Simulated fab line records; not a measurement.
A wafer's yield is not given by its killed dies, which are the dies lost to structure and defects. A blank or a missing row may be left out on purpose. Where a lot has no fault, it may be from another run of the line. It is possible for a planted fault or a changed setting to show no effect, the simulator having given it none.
Split-lot trial / flow n5 finfet / 39 wafers read from 7 lots, route of 1938 steps

== ON THE SPLIT ==
At N5_SD_EPI_N_ETCH_45 (etches SiOCN in CH3F/O2, target depth 6 nm), the setting target depth a was moved away from the recipe's 60 angstrom on 12 of the 39 wafers read, by -49.2% to +32.0%. The other wafers ran this setting at the recipe's value.

The reading comes from the split's own step.

== THE READING ==
etch.depth nm (the simulator's own value, which no gauge read), in nm, at N5_SD_EPI_N_ETCH_45 (etches SiOCN in CH3F/O2, target depth 6 nm). No usual value for it is given in the file. Average 6.007 nm, standard deviation 0.079 nm, over the 27 wafers here run with the recipe.

wafer=L077.1; tool, chamber at the split=rie diel-05, 3; target depth a as run, angstrom=44.78; against the recipe=-25.4%; etch.depth nm, nm=4.42; against lot-mates on the recipe=-1.401
wafer=L077.2; tool, chamber at the split=rie diel-05, 2,0; target depth a as run, angstrom=60; against the recipe=recipe; etch.depth nm, nm=5.844; against lot-mates on the recipe=-
wafer=L077.5; tool, chamber at the split=rie diel-05, 2,0; target depth a as run, angstrom=60; against the recipe=recipe; etch.depth nm, nm=5.844; against lot-mates on the recipe=-
wafer=L077.3; tool, chamber at the split=rie diel-05, 0; target depth a as run, angstrom=44.78; against the recipe=-25.4%; etch.depth nm, nm=4.413; against lot-mates on the recipe=-1.408
wafer=L077.4; tool, chamber at the split=rie diel-05, 1; target depth a as run, angstrom=60; against the recipe=recipe; etch.depth nm, nm=5.776; against lot-mates on the recipe=-
wafer=L077.6; tool, chamber at the split=rie diel-05, 1; target depth a as run, angstrom=44.78; against the recipe=-25.4%; etch.depth nm, nm=4.319; against lot-mates on the recipe=-1.502
wafer=L082.1; tool, chamber at the split=rie diel-06, 1; target depth a as run, angstrom=60; against the recipe=recipe; etch.depth nm, nm=6.108; against lot-mates on the recipe=-
wafer=L082.2; tool, chamber at the split=rie diel-06, 2; target depth a as run, angstrom=44.46; against the recipe=-25.9%; etch.depth nm, nm=4.51; against lot-mates on the recipe=-1.577
wafer=L082.3; tool, chamber at the split=rie diel-06, 0; target depth a as run, angstrom=44.46; against the recipe=-25.9%; etch.depth nm, nm=4.436; against lot-mates on the recipe=-1.651
wafer=L082.4; tool, chamber at the split=rie diel-06, 3; target depth a as run, angstrom=60; against the recipe=recipe; etch.depth nm, nm=6.104; against lot-mates on the recipe=-
wafer=L082.5; tool, chamber at the split=rie diel-06, 0; target depth a as run, angstrom=44.46; against the recipe=-25.9%; etch.depth nm, nm=4.458; against lot-mates on the recipe=-1.629
wafer=L082.6; tool, chamber at the split=rie diel-06, 3; target depth a as run, angstrom=60; against the recipe=recipe; etch.depth nm, nm=6.049; against lot-mates on the recipe=-
wafer=L086.1; tool, chamber at the split=rie diel-03, 2; target depth a as run, angstrom=60; against the recipe=recipe; etch.depth nm, nm=6.01; against lot-mates on the recipe=-
wafer=L086.2; tool, chamber at the split=rie diel-03, 3; target depth a as run, angstrom=60; against the recipe=recipe; etch.depth nm, nm=6.029; against lot-mates on the recipe=-
wafer=L086.3; tool, chamber at the split=rie diel-03, 1; target depth a as run, angstrom=60; against the recipe=recipe; etch.depth nm, nm=6.031; against lot-mates on the recipe=-
wafer=L086.4; tool, chamber at the split=rie diel-03, 0; target depth a as run, angstrom=60; against the recipe=recipe; etch.depth nm, nm=5.955; against lot-mates on the recipe=-
wafer=L086.5; tool, chamber at the split=rie diel-03, 3; target depth a as run, angstrom=60; against the recipe=recipe; etch.depth nm, nm=6.075; against lot-mates on the recipe=-
wafer=L086.6; tool, chamber at the split=rie diel-03, 2; target depth a as run, angstrom=60; against the recipe=recipe; etch.depth nm, nm=6.063; against lot-mates on the recipe=-
wafer=L089.1; tool, chamber at the split=rie diel-03, 2; target depth a as run, angstrom=60; against the recipe=recipe; etch.depth nm, nm=5.989; against lot-mates on the recipe=-
wafer=L089.2; tool, chamber at the split=rie diel-03, 1; target depth a as run, angstrom=60; against the recipe=recipe; etch.depth nm, nm=6.102; against lot-mates on the recipe=-
wafer=L089.3; tool, chamber at the split=rie diel-03, 0; target depth a as run, angstrom=60; against the recipe=recipe; etch.depth nm, nm=5.969; against lot-mates on the recipe=-
wafer=L089.4; tool, chamber at the split=rie diel-03, 3; target depth a as run, angstrom=60; against the recipe=recipe; etch.depth nm, nm=6.059; against lot-mates on the recipe=-
wafer=L089.5; tool, chamber at the split=rie diel-03, 0; target depth a as run, angstrom=60; against the recipe=recipe; etch.depth nm, nm=5.964; against lot-mates on the recipe=-
wafer=L089.6; tool, chamber at the split=rie diel-03, 1; target depth a as run, angstrom=60; against the recipe=recipe; etch.depth nm, nm=6.053; against lot-mates on the recipe=-
wafer=L090.1; tool, chamber at the split=rie diel-06, 0; target depth a as run, angstrom=60; against the recipe=recipe; etch.depth nm, nm=5.95; against lot-mates on the recipe=-
wafer=L090.2; tool, chamber at the split=rie diel-06, 1; target depth a as run, angstrom=30.48; against the recipe=-49.2%; etch.depth nm, nm=3.051; against lot-mates on the recipe=-2.956
wafer=L090.3; tool, chamber at the split=rie diel-06, 2; target depth a as run, angstrom=30.48; against the recipe=-49.2%; etch.depth nm, nm=3.066; against lot-mates on the recipe=-2.941
wafer=L090.4; tool, chamber at the split=rie diel-06, 3; target depth a as run, angstrom=60; against the recipe=recipe; etch.depth nm, nm=6.042; against lot-mates on the recipe=-
wafer=L090.5; tool, chamber at the split=rie diel-06, 3; target depth a as run, angstrom=30.48; against the recipe=-49.2%; etch.depth nm, nm=3.05; against lot-mates on the recipe=-2.957
wafer=L090.6; tool, chamber at the split=rie diel-06, 2; target depth a as run, angstrom=60; against the recipe=recipe; etch.depth nm, nm=6.028; against lot-mates on the recipe=-
wafer=L094.1; tool, chamber at the split=rie diel-06, 0; target depth a as run, angstrom=60; against the recipe=recipe; etch.depth nm, nm=6.009; against lot-mates on the recipe=-
wafer=L094.3; tool, chamber at the split=rie diel-06, 2; target depth a as run, angstrom=60; against the recipe=recipe; etch.depth nm, nm=6.075; against lot-mates on the recipe=-
wafer=L094.6; tool, chamber at the split=rie diel-06, 0; target depth a as run, angstrom=60; against the recipe=recipe; etch.depth nm, nm=5.999; against lot-mates on the recipe=-
wafer=L095.1; tool, chamber at the split=rie diel-06, 0; target depth a as run, angstrom=60; against the recipe=recipe; etch.depth nm, nm=5.984; against lot-mates on the recipe=-
wafer=L095.2; tool, chamber at the split=rie diel-06, 1; target depth a as run, angstrom=60; against the recipe=recipe; etch.depth nm, nm=6.066; against lot-mates on the recipe=-
wafer=L095.3; tool, chamber at the split=rie diel-06, 3; target depth a as run, angstrom=79.17; against the recipe=+32.0%; etch.depth nm, nm=7.963; against lot-mates on the recipe=+1.942
wafer=L095.4; tool, chamber at the split=rie diel-06, 2; target depth a as run, angstrom=79.17; against the recipe=+32.0%; etch.depth nm, nm=7.935; against lot-mates on the recipe=+1.914
wafer=L095.5; tool, chamber at the split=rie diel-06, 2; target depth a as run, angstrom=79.17; against the recipe=+32.0%; etch.depth nm, nm=7.876; against lot-mates on the recipe=+1.855
wafer=L095.6; tool, chamber at the split=rie diel-06, 1; target depth a as run, angstrom=60; against the recipe=recipe; etch.depth nm, nm=6.014; against lot-mates on the recipe=-
Rows listing several chambers each stand for several wafers; the file does not say which wafer went through which chamber.

FIT RESULTS
A straight line over all 39 wafers: etch.depth nm changes by +0.0604 nm for each +1% of target depth a; r = +1.00; the points scatter about the line by 0.076 nm.
The same after taking each lot's own level away (the mean of its wafers on the recipe; 39 wafers): +0.0598 nm for each +1%; r = +1.00; scatter 0.049 nm.
Per that fit: largest target depth a move, reading shift of 2.9 nm.
Measured against the standard deviation above, the lots' own levels, which go from 5.8213 to 6.0870 nm, span 3.3 times it.
Consequently the slope shifts little with the lot-to-lot level, the two slopes agreeing.
Check: with one of the wafers moved furthest among these (-49.2%) left out of the fit, the line predicts -2.94 nm for it against its lot-mates. Against them it came out at -2.96 nm.

== THESE WAFERS: OTHER SPLITS ==
These wafers also went through other splits before the reading. Each is held against what the fit with the lots' levels taken away leaves over:
other split on the same wafers=N5_ZERO_LAYER_DEVELOP_10 develop time s; wafers away from the commonest value=15; r with etch.depth nm (lot level and that fit taken away)=-0.07

== FILE'S OWN FIT ==
etch.depth nm changes by +0.0598 nm for each +1% of target depth a, r = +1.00.
